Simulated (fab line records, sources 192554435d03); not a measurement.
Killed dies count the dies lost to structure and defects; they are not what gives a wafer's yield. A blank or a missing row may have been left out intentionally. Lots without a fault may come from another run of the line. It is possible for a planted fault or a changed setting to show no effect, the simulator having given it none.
fab line records	flow n5-finfet
record: lots: 6	wafers: 18	last-day: 17
route steps=1938 shown MIM_BOT_LITHO@1861 MIM_BOT_ETCH@1866 PASS1_CAP@1873 TV_LITHO@1875 PASSIVATION@1936
lots untouched by any fault: they come from a run of this same line in which no faults occurred
start-h: hours from the record's first day to the start of the lot's first wafer shown	wait-h: hours elapsed since this lot's preceding step	" as in the row above	L1.1+2: one row covering several wafers at once	- no value, or no start was given	* or withheld: withheld	< > ~ a bound
route shown NAME@n: a module of which the file shows steps, and the number in the route of the first	usual: mean/standard deviation taken from wafers without a fault	same: alike in all rows	chamber/n: place in a boat	sites: the reading at each site	_std_site: the values' standard deviation	_edge_site: the outer-site mean with the inner-site mean subtracted	radius-mm: for every site, how far away it sits from the centre of the wafer	mask NAME#n: copy n	behind: tool/chamber where the wafer was last shaped	hold: why the lot was held/for how many hours/how that ended	device: the transistor (n, p or np) that didn't switch	end of line: tests of these same wafers at the route's end	a step with no rows: only its recipe	killed: at the first sort, the dies lost to defects and structure; wafer yield is something else	map: dies across one wafer; x = killed, . = not, _ = none there
set.NAME: the setting the step ran with; set.NAME@STEP: the setting that earlier step ran with	model.NAME: the simulator's own value behind a step, which no gauge read
a table for each step, a row for each wafer; lots at some steps of the route
services: the hour from which a tool's chamber was out of use, counted from the record's first day as start-h (under 0 if before that day), plus the number of hours and why
== steps ==
step: N5_MIM_BOT_LITHO_HARDBAKE_09
recipe: temp-c: 130	time-s: 120
step: N5_MIM_BOT_LITHO_CD_MEAS_08
recipe: target-cd-nm: 3000	landing-energy-ev: 500	detector: se-inlens	polarity: opening
usual: cd-nm: 2999.7/1.9
same: landing-energy-ev: 500
lot.wafer	tool	chamber	start-h	wait-h	cd-nm
L292.4	cd-sem-02	0	299.05	-	3000.4
L292.5	"	0	"	"	3000.1
L292.6	"	0	"	"	2999.3
L290.2	cd-sem-01	0	299.24	-	2997.2
L290.3	"	0	"	"	3000.7
L290.5	"	0	"	"	2999.6
L293.2	cd-sem-02	0	324.37	-	3000.7
L293.4	"	0	"	"	2999.7
L293.5	"	0	"	"	3001.9
L297.2	cd-sem-01	0	337.97	-	3001.8
L297.5	"	0	"	"	3002.2
L297.6	"	0	"	"	2999.7
L299.1	cd-sem-01	0	346.94	-	2996.2
L299.3	"	0	"	"	2998.0
L299.4	"	0	"	"	2999.1
L304.2	cd-sem-03	0	391.97	-	2999.9
L304.4	"	0	"	"	3001.3
L304.6	"	0	"	"	3001.1
step: N5_MIM_BOT_LITHO_OVL_MEAS_11
recipe: points-per-wafer: 44
usual: MIM_BOT_OVL: -4/5
lot.wafer	tool	chamber	start-h	wait-h	MIM_BOT_OVL[nm]
L292.4	overlay-01	0	299.08	0.0	-6
L292.5	"	0	"	"	-11
L292.6	"	0	"	"	-8
L290.2	overlay-02	0	299.26	0.0	2
L290.3	"	0	"	"	-2
L290.5	"	0	"	"	3
L293.2	overlay-01	0	324.39	0.0	0
L293.4	"	0	"	"	-6
L293.5	"	0	"	"	-3
L297.2	overlay-01	0	338.00	0.0	4
L297.5	"	0	"	"	-5
L297.6	"	0	"	"	2
L299.1	overlay-02	0	346.97	0.0	-5
L299.3	"	0	"	"	-8
L299.4	"	0	"	"	-5
L304.2	overlay-01	0	392.00	0.0	2
L304.4	"	0	"	"	8
L304.6	"	0	"	"	1
step: N5_MIM_BOT_LITHO_INSPECT_12
recipe: mode: adi	inspect-instrument: macro
usual: raw-defect-count: 2.1/1.4
lot.wafer	tool	chamber	start-h	wait-h	raw-defect-count
L292.4	defect-inspect-02	-	299.10	0.0	4
L292.5	"	-	"	"	0
L292.6	"	-	"	"	1
L290.2	defect-inspect-02	-	299.29	0.0	3
L290.3	"	-	"	"	0
L290.5	"	-	"	"	4
L293.2	defect-inspect-01	-	324.42	0.0	3
L293.4	"	-	"	"	2
L293.5	"	-	"	"	5
L297.2	defect-inspect-02	-	338.03	0.0	1
L297.5	"	-	"	"	1
L297.6	"	-	"	"	1
L299.1	defect-inspect-01	-	347.00	0.0	2
L299.3	"	-	"	"	4
L299.4	"	-	"	"	4
L304.2	defect-inspect-01	-	392.02	0.0	2
L304.4	"	-	"	"	2
L304.6	"	-	"	"	1
step: N5_MIM_BOT_LITHO_DESCUM_10
recipe: chemistry: O2	time-s: 7.9	source-power-w: 50	bias-power-w: 20	pressure-mtorr: 20	rf-frequency-hz: 2.712e+07	temp-c: 40	o2-flow-sccm: 225
usual: drypump-motor-current-A: 5.7/0.63	oes-product-au: 0.82/0.06	rf-vpp-V: 242.7/1.5	showerhead-plenum-p-Torr: 2.08/0.083	throttle-valve-pct: 20.41/0.22
lot.wafer	tool	chamber	start-h	wait-h	drypump-motor-current-A	oes-product-au	rf-hours-counter-h	rf-vpp-V	showerhead-plenum-p-Torr	throttle-valve-pct
L292.4	rie-diel-03	1	299.13	0.0	6.6	0.94	9	244.8	2.22	20.31
L292.5	"	2	"	"	4.8	0.84	-	241.1	2.05	20.19
L292.6	"	1	"	"	6.6	0.94	-	245.5	2.22	20.28
L290.2	rie-diel-03	1	299.32	0.0	6.6	0.95	9	245.7	2.22	20.29
L290.3	"	0	"	"	5.0	0.82	83	243.6	2.13	20.73
L290.5	"	2	"	"	4.8	0.85	-	240.4	2.05	20.18
L293.2	rie-diel-04	1	324.52	0.1	6.1	0.80	100	241.4	2.04	20.42
L293.4	"	3	"	"	5.7	0.80	120	242.1	2.04	20.80
L293.5	"	0	"	"	5.5	0.71	-	242.1	1.98	20.45
L297.2	rie-diel-03	3	338.06	0.0	6.5	0.83	79	244.1	2.20	20.18
L297.5	"	3	"	"	6.5	0.82	-	245.6	2.20	20.17
L297.6	"	0	"	"	5.0	0.81	-	241.8	2.13	20.74
L299.1	rie-diel-06	3	347.98	1.0	6.7	0.85	70	242.4	2.05	20.62
L299.3	"	2	"	"	5.3	0.89	18	245.6	2.22	20.29
L299.4	"	1	"	"	4.8	0.76	151	241.1	1.99	20.44
L304.2	rie-diel-04	3	392.06	0.0	5.7	0.78	142	242.7	2.03	20.85
L304.4	"	0	"	"	5.5	0.69	212	240.0	1.97	20.48
L304.6	"	3	"	"	5.7	0.78	-	240.9	2.03	20.85
step: N5_MIM_BOT_ETCH_ETCH_04
recipe: chemistry: CF4/O2	target: SiNx	target-depth-a: 260	time-s: 13	ion-energy-ev: 100	pressure-mtorr: 40	source-w: 535	bias-w: 49	Ar_flow_sccm: 100	cf4-flow-sccm: 100	O2_flow_sccm: 10
step: N5_MIM_BOT_ETCH_ETCH_03
recipe: chemistry: Cl2/BCl3	target-depth-a: 120	pressure-mtorr: 8	icp-w: 800	bias-w: 100	Cl2_flow_sccm: 20	bcl3-flow-sccm: 80
usual: drypump-motor-current-A: 6.0/0.35	oes-product-au: 0.81/0.071	throttle-valve-pct: 27.5/0.38
lot.wafer	tool	chamber	start-h	wait-h	drypump-motor-current-A	oes-product-au	rf-hours-counter-h	throttle-valve-pct
L292.4	rie-metal-02	1	299.33	0.1	6.5	0.70	-	27.4
L292.5	"	0	"	"	6.3	0.83	-	27.6
L292.6	"	1	"	"	6.5	0.70	-	27.4
L290.2	rie-metal-03	0	299.48	0.1	5.6	0.93	4	27.2
L290.3	"	0	"	"	5.7	0.94	-	27.2
L290.5	"	1	"	"	5.5	0.70	-	27.7
L293.2	rie-metal-03	1	324.67	0.1	5.5	0.70	82	27.7
L293.4	"	0	"	"	5.6	0.92	-	27.2
L293.5	"	0	"	"	5.7	0.91	-	27.2
L297.2	rie-metal-01	1	338.21	0.1	6.1	0.83	33	28.1
L297.5	"	1	"	"	6.0	0.82	-	28.1
L297.6	"	0	"	"	5.7	0.85	-	27.0
L299.1	rie-metal-03	0	348.14	0.1	5.7	0.90	8	27.2
L299.3	"	0	"	"	5.6	0.91	-	27.2
L299.4	"	1	"	"	5.5	0.71	-	27.7
L304.2	rie-metal-02	0	392.21	0.1	6.3	0.80	26	27.6
L304.4	"	1	"	"	6.5	0.69	-	27.4
L304.6	"	0	"	"	6.3	0.80	-	27.6
step: N5_MIM_BOT_ETCH_ETCH_00
recipe: chemistry: Cl2/BCl3	target: TiN	target-depth-a: 455	ion-energy-ev: 150	pressure-mtorr: 10	icp-w: 1000	bias-w: 126	Cl2_flow_sccm: 53.25	bcl3-flow-sccm: 21.75	Ar_flow_sccm: 25
step: N5_MIM_BOT_ETCH_STRIP_01
recipe: chemistry: O2	power-w: 600	temp-c: 60	pressure-mtorr: 30	rf-frequency-hz: 6e+07	bias-power-w: 0	overash-fraction: 0.5	o2-flow-sccm: 225
usual: drypump-motor-current-A: 5.7/0.65	oes-product-au: 0.82/0.063	rf-vpp-V: 3.6/1.4	showerhead-plenum-p-Torr: 2.07/0.083	throttle-valve-pct: 16.66/0.19
lot.wafer	tool	chamber	start-h	wait-h	drypump-motor-current-A	oes-product-au	rf-hours-counter-h	rf-vpp-V	showerhead-plenum-p-Torr	throttle-valve-pct
L292.4	rie-diel-04	3	299.79	0.3	5.7	0.80	111	4.7	2.05	16.98
L292.5	"	2	"	"	5.8	0.91	-	3.3	2.04	16.34
L292.6	"	3	"	"	5.6	0.81	-	1.9	2.05	16.98
L290.2	rie-diel-04	1	299.83	0.2	6.2	0.80	91	0.7	2.05	16.60
L290.3	"	0	"	"	5.5	0.71	181	2.6	1.99	16.71
L290.5	"	2	"	"	5.8	0.92	-	0.9	2.04	16.42
L293.2	rie-diel-06	0	324.90	0.1	5.2	0.79	113	3.0	2.01	16.64
L293.4	"	2	"	"	5.4	0.89	10	1.0	2.22	16.45
L293.5	"	2	"	"	5.4	0.91	-	7.0	2.22	16.48
L297.2	rie-diel-06	2	338.44	0.1	5.3	0.88	15	4.8	2.22	16.49
L297.5	"	3	"	"	6.7	0.85	-	4.0	2.06	16.75
L297.6	"	2	"	"	5.3	0.89	-	5.0	2.22	16.48
L299.1	rie-diel-04	0	348.40	0.1	5.5	0.71	199	3.2	1.98	16.71
L299.3	"	1	"	"	6.1	0.80	109	3.2	2.04	16.61
L299.4	"	3	"	"	5.7	0.79	128	1.7	2.04	17.02
L304.2	rie-diel-04	2	392.45	0.1	5.9	0.87	45	2.6	2.03	16.50
L304.4	"	0	"	"	5.5	0.68	212	4.3	1.98	16.74
L304.6	"	1	"	"	6.1	0.77	-	1.7	2.04	16.72
step: N5_MIM_BOT_ETCH_STRIP_02
recipe: chemistry: post-etch-residue-remover	time-s: 1200	temp-c: 72.5
step: N5_MIM_BOT_ETCH_CLEAN_05
recipe: chemistry: IPA	time-s: 180	temp-c: 25
step: N5_MIM_BOT_ETCH_SRD_06
recipe: dry: ipa-marangoni	time-s: 30	temp-c: 23	rinse-liquid: diw
step: N5_PASSIVATION_PECVD_55
recipe: material: SiO2	target-thk-a: 4000	temp-c: 400	precursor: SiH4/N2O	pressure-torr: 2.7	rf-w: 608	time-s: 22.5
usual: heater-power-w: 637/91	showerhead-plenum-p-Torr: 8.11/0.086	throttle-valve-pct: 51.7/2.9
lot.wafer	tool	chamber	start-h	wait-h	heater-power-w	showerhead-plenum-p-Torr	throttle-valve-pct
L292.4	pecvd-04	1	300.31	0.0	686	8.22	51.6
L292.5	"	0	"	"	654	8.06	52.3
L292.6	"	2	"	"	792	8.12	46.5
L290.2	pecvd-01	0	300.34	0.0	569	8.15	55.7
L290.3	"	1	"	"	543	8.09	51.3
L290.5	"	0	"	"	604	8.13	55.7
L293.2	pecvd-04	2	325.41	0.0	763	8.12	46.6
L293.4	"	2	"	"	791	8.12	46.2
L293.5	"	1	"	"	729	8.25	51.7
L297.2	pecvd-04	1	339.35	0.0	684	8.23	51.7
L297.5	"	0	"	"	662	8.04	52.7
L297.6	"	1	"	"	719	8.24	51.7
L299.1	pecvd-01	2	348.91	0.0	617	8.06	52.5
L299.3	"	0	"	"	592	8.17	55.9
L299.4	"	0	"	"	614	8.13	56.1
L304.2	pecvd-01	0	392.95	0.0	504	8.14	56.1
L304.4	"	0	"	"	553	8.14	56.1
L304.6	"	2	"	"	635	8.06	53.0
step: N5_PASSIVATION_PECVD_01
recipe: material: SiNx	target-thk-a: 2000	temp-c: 400	precursor: SiH4/NH3/N2	pressure-torr: 4.9	rf-w: 1406	time-s: 43.2
usual: heater-power-w: 353/97	showerhead-plenum-p-Torr: 8.64/0.061	throttle-valve-pct: 29.2/1.6
lot.wafer	tool	chamber	start-h	wait-h	heater-power-w	showerhead-plenum-p-Torr	throttle-valve-pct
L292.4	pecvd-04	1	300.35	0.0	361	8.72	29.3
L292.5	"	0	"	"	325	8.58	29.7
L292.6	"	2	"	"	544	8.62	26.2
L290.2	pecvd-01	0	300.38	0.0	232	8.67	31.4
L290.3	"	1	"	"	214	8.62	29.1
L290.5	"	0	"	"	254	8.65	31.4
L293.2	pecvd-04	2	325.44	0.0	432	8.64	26.5
L293.4	"	2	"	"	453	8.66	26.5
L293.5	"	1	"	"	382	8.73	29.3
L297.2	pecvd-04	1	339.38	0.0	327	8.73	29.2
L297.5	"	0	"	"	324	8.62	29.6
L297.6	"	1	"	"	347	8.74	29.1
L299.1	pecvd-01	2	348.94	0.0	340	8.62	29.8
L299.3	"	0	"	"	277	8.64	31.5
L299.4	"	0	"	"	287	8.65	31.5
L304.2	pecvd-01	0	393.00	0.0	340	8.67	31.6
L304.4	"	0	"	"	347	8.68	31.4
L304.6	"	2	"	"	306	8.61	29.9
step: N5_PASSIVATION_HMDS_03
recipe: time-s: 60	temp-c: 120
step: N5_PASSIVATION_COAT_04
recipe: spin-rpm: *	resist-thk-nm: *
step: N5_PASSIVATION_EBR_06
recipe: solvent: PGMEA	ebr-width-mm: 1.5
step: N5_PASSIVATION_SOFTBAKE_05
recipe: temp-c: 100	time-s: 90
step: N5_PASSIVATION_EXPOSE_07
recipe: mask-id: TV	na: 0.55	source-shape: conventional	sigma-outer: 0.8	polarization: unpolarized	defocus-nm: 0	target-cd-nm: 3000	dose-mj: 22.75
step: N5_PASSIVATION_PEB_08
recipe: peb-temp-c: withheld	peb-time-s: *
step: N5_PASSIVATION_DEVELOP_09
recipe: develop-time-s: 60	rinse-liquid: diw	dry: air-spin	dev-temp-c: 21
step: N5_PASSIVATION_HARDBAKE_11
recipe: temp-c: 130	time-s: 120
step: N5_PASSIVATION_CD_MEAS_10
recipe: target-cd-nm: 3000	landing-energy-ev: 500	detector: se-inlens
usual: cd-nm: 2999.6/2.2
same: landing-energy-ev: 500
lot.wafer	tool	chamber	start-h	wait-h	cd-nm
L292.4	cd-sem-01	0	302.32	-	2995.7
L292.5	"	0	"	"	2997.5
L292.6	"	0	"	"	2999.1
L290.2	cd-sem-03	0	302.76	-	3001.7
L290.3	"	0	"	"	2996.4
L290.5	"	0	"	"	3002.7
L293.2	cd-sem-01	0	328.16	-	2998.8
L293.4	"	0	"	"	2996.6
L293.5	"	0	"	"	2998.7
L297.2	cd-sem-01	0	339.96	-	2998.4
L297.5	"	0	"	"	2999.5
L297.6	"	0	"	"	2999.0
L299.1	cd-sem-01	0	350.49	-	3000.5
L299.3	"	0	"	"	2999.8
L299.4	"	0	"	"	2998.4
L304.2	cd-sem-01	0	396.62	-	2999.2
L304.4	"	0	"	"	3001.4
L304.6	"	0	"	"	3000.4
step: N5_PASSIVATION_OVL_MEAS_60
recipe: points-per-wafer: 44
usual: TV_OVL: 3/6.4
lot.wafer	tool	chamber	start-h	wait-h	TV_OVL[nm]
L292.4	overlay-01	0	302.35	0.0	12
L292.5	"	0	"	"	12
L292.6	"	0	"	"	8
L290.2	overlay-01	0	302.79	0.0	-5
L290.3	"	0	"	"	1
L290.5	"	0	"	"	-1
L293.2	overlay-02	0	328.19	0.0	4
L293.4	"	0	"	"	10
L293.5	"	0	"	"	6
L297.2	overlay-01	0	339.99	0.0	6
L297.5	"	0	"	"	3
L297.6	"	0	"	"	2
L299.1	overlay-02	0	350.52	0.0	2
L299.3	"	0	"	"	-2
L299.4	"	0	"	"	-10
L304.2	overlay-02	0	396.65	0.0	-8
L304.4	"	0	"	"	4
L304.6	"	0	"	"	1
step: N5_PASSIVATION_INSPECT_61
recipe: mode: adi	inspect-instrument: macro
usual: raw-defect-count: 1.9/1.4
lot.wafer	tool	chamber	start-h	wait-h	raw-defect-count
L292.4	defect-inspect-01	-	302.37	0.0	1
L292.5	"	-	"	"	1
L292.6	"	-	"	"	1
L290.2	defect-inspect-02	-	302.81	0.0	1
L290.3	"	-	"	"	2
L290.5	"	-	"	"	3
L293.2	defect-inspect-02	-	328.21	0.0	>300
L293.4	"	-	"	"	>300
L293.5	"	-	"	"	>300
L297.2	defect-inspect-01	-	340.01	0.0	>300
L297.5	"	-	"	"	>300
L297.6	"	-	"	"	>300
L299.1	defect-inspect-01	-	350.55	0.0	1
L299.3	"	-	"	"	2
L299.4	"	-	"	"	1
L304.2	defect-inspect-01	-	396.68	0.0	3
L304.4	"	-	"	"	3
L304.6	"	-	"	"	1
step: N5_PASSIVATION_DESCUM_12
recipe: chemistry: O2	time-s: 7.9	source-power-w: 50	bias-power-w: 20	pressure-mtorr: 20	rf-frequency-hz: 2.712e+07	temp-c: 40	o2-flow-sccm: 225
usual: drypump-motor-current-A: 5.8/0.42	oes-product-au: 0.76/0.088	rf-vpp-V: 243.2/1.6	showerhead-plenum-p-Torr: 2.09/0.076	throttle-valve-pct: 20.52/0.25
lot.wafer	tool	chamber	start-h	wait-h	drypump-motor-current-A	oes-product-au	rf-hours-counter-h	rf-vpp-V	showerhead-plenum-p-Torr	throttle-valve-pct
L292.4	rie-diel-05	2	302.44	0.1	5.6	0.70	-	244.5	2.14	20.41
L292.5	"	1	"	"	5.7	0.70	-	240.2	1.99	20.93
L292.6	"	0	"	"	5.8	0.80	-	245.0	2.18	20.47
L290.2	rie-diel-01	1	302.84	0.0	6.5	0.86	78	244.8	2.12	20.33
L290.3	"	0	"	"	6.1	0.75	186	242.1	2.02	20.83
L290.5	"	2	"	"	6.0	0.69	-	245.0	2.13	20.50
L293.2	rie-diel-05	3	328.24	0.0	5.6	0.94	9	244.7	2.15	20.22
L293.4	"	3	"	"	5.6	0.93	-	243.8	2.15	20.23
L293.5	"	1	"	"	5.7	0.68	-	241.6	1.99	20.94
L297.2	rie-diel-05	1	340.07	0.1	5.7	0.69	220	242.4	1.99	20.95
L297.5	"	1	"	"	5.7	0.68	-	241.1	1.99	20.96
L297.6	"	0	"	"	5.9	0.79	-	243.4	2.18	20.47
L299.1	rie-diel-01	3	350.58	0.0	5.0	0.68	246	242.8	1.99	20.68
L299.3	"	2	"	"	6.0	0.68	236	245.4	2.13	20.54
L299.4	"	0	"	"	6.0	0.73	202	242.3	2.01	20.84
L304.2	rie-diel-05	1	396.98	0.3	5.7	0.67	235	241.0	1.98	20.97
L304.4	"	3	"	"	5.6	0.88	29	242.5	2.15	20.27
L304.6	"	2	"	"	5.6	0.90	-	243.9	2.13	20.02
step: N5_PASSIVATION_PROBE_49
usual: defect-limited-yield: 91.0/1.3	killed_at_M0_to_M3: 36/9.5	killed_at_M4_up: 14/5.6	killed-at-contacts: 12/6.4	killed-at-front-end: 40/10	killed-at-other: 3.2/3	killed-dies: 107/15	killed-open: 69/12	killed-short: 35/7.7	sort_bin_5_function: 5.3/0.91	sort_bin_6_memory: 3.3/0.65	sort_bin_8_speed: 0.00/0.012	sort-n-pass: 1073/15	sort-yield-pct: 91.0/1.3
same: gross-dies: 1180	killed-at-back-side: 0	sort_bin_4_leakage[%]: 0
lot.wafer	tool	chamber	start-h	wait-h	defect-limited-yield[%]	killed_at_M0_to_M3	killed_at_M4_up	killed-at-contacts	killed-at-front-end	killed-at-other	killed-dies	killed-open	killed-short	sort_bin_5_function[%]	sort_bin_6_memory[%]	sort_bin_8_speed[%]	sort-n-pass	sort-yield-pct[%]
L290.2	prober-02	-	310.50	0.1	91.8	41	11	6	39	0	97	56	34	5.3	2.2	0	1083	91.8
L290.3	prober-02	-	310.55	0.1	93.4	31	10	4	30	3	78	47	29	4.0	2.3	0	1102	93.4
L290.5	prober-02	-	310.65	0.2	92.5	25	16	5	38	4	88	52	35	4.4	2.9	0	1092	92.5
L293.2	prober-02	-	335.80	0.1	80.3	26	20	3	29	155	233	49	27	10.7	3.9	0	947	80.3
L293.4	prober-02	-	335.90	0.2	78.3	34	20	7	41	154	256	63	37	12.7	5.1	0	924	78.3
L293.5	prober-02	-	335.95	0.2	84.1	31	17	12	49	79	188	70	37	9.5	3.1	0.08	992	84.1
L297.2	prober-02	-	347.39	0.1	85.3	20	13	9	39	93	174	55	27	7.8	3.9	0	1006	85.3
L297.5	prober-02	-	347.54	0.2	78.7	28	9	5	33	176	251	44	36	11.7	4.8	0	929	78.7
L297.6	prober-02	-	347.59	0.3	84.7	28	14	6	46	87	181	59	39	8.7	3.9	0	999	84.7
L299.1	prober-02	-	358.16	0.0	89.2	56	20	4	44	3	127	84	41	6.0	4.6	0	1053	89.2
L299.3	prober-02	-	358.26	0.1	89.6	44	15	8	53	3	123	79	41	6.3	3.5	0	1057	89.6
L299.4	prober-02	-	358.31	0.2	91.1	29	27	5	38	6	105	74	31	5.1	3.4	0	1075	91.1
killed by level:class
L290.2 BEOL_M0_SAQP:geometric-particle:open=12 BEOL_M0_SAQP:geometric-particle:short=11 FIN_SAQP:geometric-particle:open=7 DUMMY_GATE:geometric-particle:open=6 HKMG_FIN:area-etch=6 FIN_SAQP:geometric-particle:short=5 MOL_CONTACT_COAG:geometric-particle:open=5 BEOL_M1:geometric-particle:open=5
L290.3 BEOL_M0_SAQP:geometric-particle:open=9 BEOL_M0_SAQP:geometric-particle:short=7 GATE_CUT:geometric-particle:short=5 BEOL_M3:geometric-particle:open=5 STARTING-WAFER:geometric-particle:short=5 FIN_SAQP:geometric-particle:open=4 MOL_CONTACT_COAG:geometric-particle:open=4 STARTING-WAFER:geometric-particle:open=4
L290.5 GATE_CUT:geometric-particle:short=10 BEOL_M4:geometric-particle:open=8 BEOL_M1:geometric-particle:short=6 BEOL_M2:geometric-particle:open=6 BEOL_M3:geometric-particle:open=5 BEOL_M5:geometric-particle:open=5 STI_FIN_REVEAL:geometric-particle:open=4 DUMMY_GATE:geometric-particle:open=4
L293.2 PASS1_CAP:unspecified=155 BEOL_M0_SAQP:geometric-particle:open=12 FIN_SAQP:geometric-particle:short=7 BEOL_M0_SAQP:geometric-particle:short=7 STI_FIN_REVEAL:geometric-particle:open=5 STARTING-WAFER:geometric-particle:short=5 BEOL_M4:geometric-particle:open=4 BEOL_M3:geometric-particle:open=4
L293.4 PASS1_CAP:unspecified=154 BEOL_M0_SAQP:geometric-particle:short=10 BEOL_M1:geometric-particle:open=8 GATE_CUT:geometric-particle:short=6 GATE_CUT:geometric-particle:open=6 MOL_CONTACT_COAG:geometric-particle:open=6 BEOL_M0_SAQP:geometric-particle:open=6 BEOL_M3:geometric-particle:open=6
L293.5 PASS1_CAP:unspecified=78 FIN_SAQP:geometric-particle:open=13 BEOL_M0_SAQP:geometric-particle:open=9 FIN_SAQP:geometric-particle:short=8 STI_FIN_REVEAL:geometric-particle:open=8 MOL_CONTACT_COAG:geometric-particle:open=8 BEOL_M0_SAQP:geometric-particle:short=8 BEOL_M3:geometric-particle:open=6
L297.2 PASS1_CAP:unspecified=89 FIN_SAQP:geometric-particle:open=15 FIN_SAQP:geometric-particle:short=13 MOL_CONTACT_COAG:geometric-particle:open=8 BEOL_M4:geometric-particle:open=7 BEOL_M0_SAQP:geometric-particle:open=5 DUMMY_GATE:geometric-particle:open=4 BEOL_M3:geometric-particle:open=4
L297.5 PASS1_CAP:unspecified=165 BEOL_M0_SAQP:geometric-particle:short=10 BEOL_M0_SAQP:geometric-particle:open=7 PAD_METAL:geometric-particle:short=7 FIN_SAQP:geometric-particle:short=6 HKMG_FIN:area-etch=6 MOL_CONTACT_COAG:geometric-particle:open=5 STI_FIN_REVEAL:geometric-particle:open=5
L297.6 PASS1_CAP:unspecified=81 BEOL_M2:geometric-particle:open=8 FIN_SAQP:geometric-particle:short=7 BEOL_M0_SAQP:geometric-particle:short=7 FIN_SAQP:geometric-particle:open=5 STI_FIN_REVEAL:geometric-particle:open=5 MOL_CONTACT_COAG:geometric-particle:open=5 BEOL_M3:geometric-particle:open=5
L299.1 BEOL_M1:geometric-particle:open=20 STI_FIN_REVEAL:geometric-particle:open=14 BEOL_M0_SAQP:geometric-particle:short=10 BEOL_M0_SAQP:geometric-particle:open=8 FIN_SAQP:geometric-particle:short=7 BEOL_M2:geometric-particle:open=6 GATE_CUT:geometric-particle:short=5 BEOL_M8:geometric-particle:open=5
L299.3 STI_FIN_REVEAL:geometric-particle:open=16 BEOL_M1:geometric-particle:short=10 FIN_SAQP:geometric-particle:open=9 BEOL_M2:geometric-particle:open=8 BEOL_M4:geometric-particle:open=7 BEOL_M0_SAQP:geometric-particle:short=7 MOL_CONTACT_COAG:geometric-particle:open=6 FIN_SAQP:geometric-particle:short=5
L299.4 STI_FIN_REVEAL:geometric-particle:open=10 BEOL_M1:geometric-particle:open=9 BEOL_M4:geometric-particle:open=9 FIN_SAQP:geometric-particle:open=8 BEOL_M0_SAQP:geometric-particle:short=6 FIN_SAQP:geometric-particle:short=5 DUMMY_GATE:geometric-particle:open=4 MOL_CONTACT_COAG:geometric-particle:open=4
map L293.4 (x killed, . not)
_________________........x...________________
______________.............x...._____________
___________........................__________
__________...........x.........x...._________
________.....x...........x....x......._______
_______x...............................______
______...x...x......x..................._____
_____....x...x..x...........x...........x____
____......x................xx..x.x....x...___
___.................x.....x..x.............__
___.....................x....x.............__
__........x.x...x...x.....xx...xx..........._
__.....x..x.........x...........x..........._
_....x........x.........x.x....x....x........
_...............................x............
_..x...............xx........................
_...............x...........x................
_.................x............x....x........
_..........xxxx..x...xx......................
_.......x.xxxxxxxxxxxxx......................
_....x.x.xxxxxxxxx.xxx.x.....x..x.......x..x.
__.x...xxxxxxxxxxxxxx..xx..x....x..........._
__...x.xxxxxxxxxxxxx..x..x....x............._
___xx..xxxxxxxxxxxxxx...x.....x.....x......__
___...xxxxxxxxxxxxxxxx..x.....x......x.....__
____..x.xxxxxxxxxxxxxx......x....x........___
_____.xxxxxxxxxxxxxxx.....x......x.......____
______xxxxxxxxxxxxxx..x...x...x.....x..._____
_______xxxxxxxxxx.xx..x............x...______
________xxxxx.xx..............x..x...x_______
__________x.x.....x.x...x...x......._________
___________...x..................x.__________
______________.....x.........x.._____________
_________________..x..x......________________
map L297.5 (x killed, . not)
_________________..xx........________________
______________x..........x....x._____________
___________x....x.....xx...........__________
__________....x.............x......._________
________..xx.........................._______
_______..x..........................x..______
______.....xx......x...................._____
_____..................x...........x.....____
____.........x............................___
___....x..x...........x.......x..........xx__
___..................x.....................__
__.....x...................................x_
__..........................x......x........_
_....x.......x...............................
_.....x...x....................x.............
_..x.....................x....x...........x.x
_................x.....x.................x...
_x.x...xx..............x.....x...............
_.xx..................x.xxxxxxx..............
_.....x............xxxxx.xxxxx...............
_..x................xxxxxxxxxxxxxx.x.........
__.......x..........xxxxxxxxxxxxx.x........._
__........x.x.x.x....xxxxxxxxxxxx...x.....x._
___.................xxxxxxxxxxxxxxxx....x.x__
___.....x.x.xx.....xxxxxxxxxxxxxxxx....x...__
____.......x.......xx.xxxxxxxxxxxx...x....___
_____..xx..........xxxxxxxxxxxxxxxxx.....____
______..x..........xx.xxxxxxxxxxxxx.x..._____
_______..........x...xxxxxxxxxxxx......______
________...........x.xxxxxx.xxxx......_______
__________..x..x....x...xxxxxxx....._________
___________.x.............x........__________
______________..............x..._____________
_________________...x....x...________________
== services ==
tool	chamber	start-h	hours	kind
rie-diel-04	3	281.53	2.6	repair
rie-diel-05	3	291.67	-	clean
rie-diel-05	3	291.67	-	consumable-replace:focus-ring
rie-diel-05	3	291.67	12.5	scheduled-down
rie-diel-05	3	291.67	12.5	vent-cycle
rie-metal-02	-	304.64	2.8	pm
rie-diel-04	-	311.41	0.7	repair
rie-diel-05	2	312.84	-	clean
rie-diel-05	2	312.84	-	consumable-replace:focus-ring
rie-diel-05	2	312.84	16.0	scheduled-down
rie-diel-05	2	312.84	16.0	vent-cycle
pecvd-01	2	326.11	-	calibration
pecvd-01	0	351.26	5.5	scheduled-down
pecvd-04	0	353.65	2.1	scheduled-down
rie-diel-06	0	356.03	43.4	repair
pecvd-01	1	356.72	2.1	scheduled-down
rie-diel-05	0	365.70	8.6	repair
rie-diel-01	3	374.08	-	clean
rie-diel-01	3	374.08	-	consumable-replace:focus-ring
pecvd-01	1	383.62	-	clean
pecvd-01	1	383.62	-	consumable-replace:showerhead
pecvd-01	1	383.62	29.0	scheduled-down
pecvd-01	1	383.62	29.0	vent-cycle
rie-diel-03	0	388.66	19.8	repair
== key ==
first-sign: step: N5_PASSIVATION_INSPECT_61	reading: raw-defect-count	direction: up	sigmas: 99+	usual: 1.9	struck: >300
effect: step: N5_PASSIVATION_PROBE_49	reading: killed-at-other	direction: up	sigmas: 40	usual: 3.2	struck: 124
more-kills-born-at: N5_PASSIVATION_PECVD_55@pecvd-04: 722
met-at N5_PASSIVATION_PECVD_55
struck-wafers L293.2,L293.4,L293.5,L297.2,L297.5,L297.6
onset-between 300.31 325.41
also-fits N5_MIM_BOT_ETCH_STRIP_01:rie-diel-06,N5_PASSIVATION_PECVD_01:pecvd-04
fault: kind: chamber-particle-source	tool: pecvd-04	chamber: -	onset-h: 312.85	steps: N5_PASSIVATION_PECVD_55	rate-per-visit-cm2: 2.0336	end-h: 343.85
